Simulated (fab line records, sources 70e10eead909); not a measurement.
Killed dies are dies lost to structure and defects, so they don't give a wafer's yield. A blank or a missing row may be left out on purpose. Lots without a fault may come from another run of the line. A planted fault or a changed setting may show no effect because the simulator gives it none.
Chamber matching | flow nand_harc | NHARC_A_BLC_STRIP_21 on rie_diel-11: 4 sister chambers
The step strips in O2. 22 wafers are shown with their chamber, then 11 later ones without.

WAFERS WITH THEIR CHAMBER
wafer  | chamber | showerhead_plenum_p_Torr (Torr) | oes_product_au (a.u.) | rf_vpp_V (V)
L077.1 | 0       | 3.44                            | 1.016                 | 57.6
L077.4 | 3       | 3.71                            | 0.996                 | 57.6
L077.5 | 2       | 3.28                            | 0.999                 | 56.6
L076.4 | 3       | 3.70                            | 1.006                 | 58.1
L076.5 | 0       | 3.44                            | 1.011                 | 57.2
L076.6 | 3       | 3.70                            | 1.006                 | 57.4
L076.1 | 2       | 3.28                            | 1.002                 | 58.1
L076.2 | 1       | 3.53                            | 0.996                 | 57.6
L076.3 | 0       | 3.44                            | 1.007                 | 58.7
L082.1 | 2       | 3.28                            | 1.001                 | 57.7
L082.4 | 1       | 3.53                            | 0.989                 | 56.2
L082.6 | 0       | 3.44                            | 1.008                 | 57.4
L081.1 | 2       | 3.28                            | 1.007                 | 57.9
L081.2 | 0       | 3.44                            | 1.013                 | 57.6
L081.5 | 0       | 3.44                            | 1.013                 | 57.6
L086.2 | 3       | 3.70                            | 0.989                 | 59.0
L086.4 | 0       | 3.43                            | 0.992                 | 58.8
L086.5 | 0       | 3.44                            | 0.993                 | 57.1
L089.1 | 2       | 3.28                            | 0.998                 | 56.8
L089.3 | 3       | 3.70                            | 0.990                 | 56.9
L089.4 | 0       | 3.43                            | 1.003                 | 57.2
L092.2 | 2       | 3.28                            | 0.998                 | 58.0

SIGNATURES (means of the wafers above)
reading                  | chamber 0 | chamber 1 | chamber 2 | chamber 3 | scatter within a chamber
showerhead_plenum_p_Torr | 3.4378    | 3.5300    | 3.2800    | 3.7020    | 0.00362
oes_product_au           | 1.00622   | 0.99250   | 1.00083   | 0.99740   | 0.0073
rf_vpp_V                 | 57.689    | 56.900    | 57.517    | 57.800    | 0.7
Rule: a wafer's distance from a chamber is the root of the sum, over the readings, of the square of ((its reading less the chamber's mean) divided by the reading's scatter). The wafer belongs to the nearest chamber; if the next one is less than 2 further off, it can't be placed. The scatter: the root of (the sum of the squares of (reading less its chamber's mean) over the shown wafers, divided by (wafers less chambers)).

WAFERS WITHOUT THEIR CHAMBER
wafer  | showerhead_plenum_p_Torr (Torr) | oes_product_au (a.u.) | rf_vpp_V (V)
L092.4 | 3.28                            | 0.985                 | 56.6
L092.6 | 3.70                            | 0.982                 | 58.1
L094.1 | 3.70                            | 0.987                 | 57.9
L094.3 | 3.53                            | 0.990                 | 58.6
L094.4 | 3.53                            | 0.991                 | 59.4
L094.2 | 3.28                            | 0.998                 | 57.0
L094.5 | 3.28                            | 0.994                 | 56.8
L094.6 | 3.70                            | 0.999                 | 57.6
L093.1 | 3.70                            | 0.993                 | 57.3
L093.5 | 3.43                            | 1.006                 | 58.0
L093.6 | 3.53                            | 0.996                 | 58.2

WHICH CHAMBER EACH WENT THROUGH
wafer  | from the rows above | in truth
L092.4 | 2                   | 2
L092.6 | 3                   | 3
L094.1 | 3                   | 3
L094.3 | 1                   | 1
L094.4 | 1                   | 1
L094.2 | 2                   | 2
L094.5 | 2                   | 2
L094.6 | 3                   | 3
L093.1 | 3                   | 3
L093.5 | 0                   | 0
L093.6 | 1                   | 1
Placed correctly: 11 of 11. Can't be placed from these rows: 0. Placed wrongly: 0.
